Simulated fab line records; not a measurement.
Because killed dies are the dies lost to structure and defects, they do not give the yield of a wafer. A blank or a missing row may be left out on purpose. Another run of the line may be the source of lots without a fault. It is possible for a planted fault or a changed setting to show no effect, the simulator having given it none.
Which tool is to blame? | flow nand harc | 36 wafers from 12 lots sampled at 6 of the route's 1302 steps

== WHAT EACH GAUGE READ, for each wafer ==
NHARC_A_CHANNEL_HOLE_D2_CD_MEAS_18.
lot  | measured     | on        | cd nm (nm)
L962 | day 13 09:48 | cd sem-02 | 97.6 101.2 93.8
L963 | day 13 10:23 | cd sem-01 | 102.3 100.8 106.3
L967 | day 15 14:57 | cd sem-02 | 103.1 98.5 99.1
L968 | day 15 20:34 | cd sem-02 | 95.2 103.5 98.8
L970 | day 16 21:07 | cd sem-03 | 102.8 96.1 98.4
L973 | day 18 01:01 | cd sem-01 | 100.4 99.9 99.2
L979 | day 20 07:38 | cd sem-02 | 96.1 102.6 96.6
L981 | day 20 21:47 | cd sem-01 | 100.0 101.0 102.1
L980 | day 20 22:35 | cd sem-02 | 97.5 93.9 100.1
L982 | day 22 05:49 | cd sem-02 | 97.4 95.1 96.7
L985 | day 22 13:16 | cd sem-02 | 99.7 99.6 100.3
L984 | day 22 13:45 | cd sem-01 | 101.0 94.1 98.8

NHARC_A_CHANNEL_HOLE_D2_INSPECT_40.
lot  | measured     | on                | raw defect count
L962 | day 13 15:40 | defect inspect-01 | 306 264 271
L963 | day 13 16:10 | defect inspect-01 | 180 231 168
L967 | day 15 20:44 | defect inspect-02 | 270 158 215
L968 | day 16 02:53 | defect inspect-02 | 321 251 375
L970 | day 17 06:53 | defect inspect-01 | 1212 1133 1198 1181 1140 1187
L973 | day 18 06:56 | defect inspect-01 | 1126 1312 1174 1141 1319 1198
L979 | day 20 13:52 | defect inspect-02 | 340 340 379
L981 | day 21 03:35 | defect inspect-02 | 426 284 515
L980 | day 21 04:23 | defect inspect-02 | 490 260 200
L982 | day 22 11:35 | defect inspect-02 | 270 269 234
L985 | day 22 19:13 | defect inspect-01 | 358 406 280
L984 | day 22 20:46 | defect inspect-02 | 283 283 327

NHARC_END_SORT_01.
lot  | measured     | on        | killed at array | killed at other | killed at periphery | killed dies | killed open | killed short
L973 | day 29 20:50 | prober-01 | 87 108 107      | 1 0 0           | 5 5 4               | 93 113 111  | 5 2 4       | 2 2 0

== TOOL THAT RAN EACH LOT (tool first, then ch and the chambers of the sampled wafers, then the start) ==
lot  | NHARC_A_CHANNEL_HOLE_D2_ETCH_19  | NHARC_A_CHANNEL_HOLE_D2_ETCH_23  | NHARC_A_CHANNEL_HOLE_D2_ETCH_26
L962 | har etch-02 ch 0,1, day 13 09:54 | har etch-02 ch 0,1, day 13 11:32 | har etch-02 ch 0,1, day 13 13:43
L963 | har etch-01 ch 0,1, day 13 10:29 | har etch-01 ch 0,1, day 13 12:07 | har etch-01 ch 0,1, day 13 14:17
L967 | har etch-01 ch 0,1, day 15 15:02 | har etch-01 ch 0,1, day 15 16:35 | har etch-01 ch 0,1, day 15 18:50
L968 | har etch-02 ch 0,1, day 15 21:11 | har etch-02 ch 0,1, day 15 22:37 | har etch-02 ch 0,1, day 16 00:58
L970 | har etch-01 ch 0,1, day 17 01:12 | har etch-01 ch 0,1, day 17 02:44 | har etch-01 ch 0,1, day 17 04:59
L973 | har etch-01 ch 0,1, day 18 01:14 | har etch-01 ch 0,1, day 18 02:40 | har etch-01 ch 0,1, day 18 04:59
L979 | har etch-01 ch 0,1, day 20 08:09 | har etch-01 ch 0,1, day 20 09:41 | har etch-01 ch 0,1, day 20 11:58
L981 | har etch-01 ch 0,1, day 20 21:52 | har etch-01 ch 0,1, day 20 23:18 | har etch-01 ch 0,1, day 21 01:39
L980 | har etch-02 ch 0,1, day 20 22:40 | har etch-02 ch 0,1, day 21 00:06 | har etch-02 ch 0,1, day 21 02:27
L982 | har etch-01 ch 0,1, day 22 05:53 | har etch-01 ch 0,1, day 22 07:19 | har etch-01 ch 0,1, day 22 09:38
L985 | har etch-02 ch 0,1, day 22 13:33 | har etch-02 ch 0,1, day 22 15:11 | har etch-02 ch 0,1, day 22 17:22
L984 | har etch-01 ch 0,1, day 22 14:11 | har etch-01 ch 0,1, day 22 16:29 | har etch-01 ch 0,1, day 22 18:49
- NHARC_A_CHANNEL_HOLE_D2_ETCH_19: etches the open film in C4F8/O2/Ar, time 34.5 s.
- NHARC_A_CHANNEL_HOLE_D2_ETCH_23: etches the open film in C4F8/O2/Ar, time 819 s, target depth 1600 nm.
- NHARC_A_CHANNEL_HOLE_D2_ETCH_26: etches the open film in C4F8/O2/Ar, time 224.1 s, target depth 300 nm.

== WHAT THE TOOLS THEMSELVES READ (means of the sampled wafers that have a number; where no wafer has one, the mark that the record gives instead) ==
NHARC_A_CHANNEL_HOLE_D2_ETCH_19.
lot  | tool        | drypump motor current A (A) | showerhead plenum p Torr (Torr) | throttle valve pct (%)
L962 | har etch-02 | 5.3                         | 3.56                            | 37.031
L963 | har etch-01 | 5.6                         | 3.71                            | 37.039
L967 | har etch-01 | 5.6                         | 3.70                            | 37.030
L968 | har etch-02 | 5.3                         | 3.54                            | 37.046
L970 | har etch-01 | 5.6                         | 3.69                            | 37.035
L973 | har etch-01 | 5.6                         | 3.67                            | 37.043
L979 | har etch-01 | 5.7                         | 3.66                            | 37.035
L981 | har etch-01 | 6.0                         | 3.63                            | 37.046
L980 | har etch-02 | 5.4                         | 3.87                            | 37.041
L982 | har etch-01 | 6.0                         | 3.62                            | 37.042
L985 | har etch-02 | 5.3                         | 3.86                            | 37.034
L984 | har etch-01 | 6.0                         | 3.62                            | 37.042

NHARC_A_CHANNEL_HOLE_D2_ETCH_23.
lot  | tool        | drypump motor current A (A) | showerhead plenum p Torr (Torr) | throttle valve pct (%)
L962 | har etch-02 | 5.3                         | 3.52                            | 32.157
L963 | har etch-01 | 5.6                         | 3.67                            | 32.151
L967 | har etch-01 | 5.6                         | 3.66                            | 32.157
L968 | har etch-02 | 5.3                         | 3.50                            | 32.156
L970 | har etch-01 | 5.6                         | 3.65                            | 32.164
L973 | har etch-01 | 5.6                         | 3.63                            | 32.158
L979 | har etch-01 | 5.7                         | 3.62                            | 32.159
L981 | har etch-01 | 6.0                         | 3.59                            | 32.146
L980 | har etch-02 | 5.3                         | 3.82                            | 32.143
L982 | har etch-01 | 6.0                         | 3.58                            | 32.156
L985 | har etch-02 | 5.3                         | 3.81                            | 32.158
L984 | har etch-01 | 6.0                         | 3.58                            | 32.154

NHARC_A_CHANNEL_HOLE_D2_ETCH_26.
lot  | tool        | drypump motor current A (A) | showerhead plenum p Torr (Torr) | throttle valve pct (%)
L962 | har etch-02 | 5.3                         | 3.56                            | 24.585
L963 | har etch-01 | 5.7                         | 3.72                            | 24.575
L967 | har etch-01 | 5.6                         | 3.70                            | 24.580
L968 | har etch-02 | 5.3                         | 3.54                            | 24.592
L970 | har etch-01 | 5.7                         | 3.69                            | 24.586
L973 | har etch-01 | 5.6                         | 3.67                            | 24.584
L979 | har etch-01 | 5.6                         | 3.66                            | 24.581
L981 | har etch-01 | 6.0                         | 3.63                            | 24.574
L980 | har etch-02 | 5.3                         | 3.88                            | 24.593
L982 | har etch-01 | 6.0                         | 3.62                            | 24.581
L985 | har etch-02 | 5.4                         | 3.86                            | 24.589
L984 | har etch-01 | 6.0                         | 3.62                            | 24.581

== THE ANSWER, worked out from the rows above alone ==
Rule: the lots themselves supply what counts as usual. The widest of any qualifying gaps counts: lots, ordered by their means at a reading, are off when they make up no more than a third of the lots, leave a main group of 4 or more, and stand apart from it by 3 or more times the standard deviation of that group's means. If all means in a main group match to the digits the tables above print for the reading, that group is not used. A lot without any number at a reading at which 4 lots or more have one is off too. Where the step has rows for the other lots, those lots are counted as sound. First the gauges in route order, then the tools' own readings, where a lot's mean is used as printed above. At the first step where some lot is off, the reading lying furthest off is the one used; lots without a number count as furthest.
Off at NHARC_A_CHANNEL_HOLE_D2_INSPECT_40 (raw defect count): L970, L973. Main group: mean 298, sd 62.
If a tool, at a process step before that reading, ran all the lots that are off and no sound lot after the first of them, it fits. Those tools and the gauges at NHARC_A_CHANNEL_HOLE_D2_INSPECT_40 are tried in the same way. Not one of the candidates tried fits.

== WHAT THE SIMULATOR HAD INSERTED ==
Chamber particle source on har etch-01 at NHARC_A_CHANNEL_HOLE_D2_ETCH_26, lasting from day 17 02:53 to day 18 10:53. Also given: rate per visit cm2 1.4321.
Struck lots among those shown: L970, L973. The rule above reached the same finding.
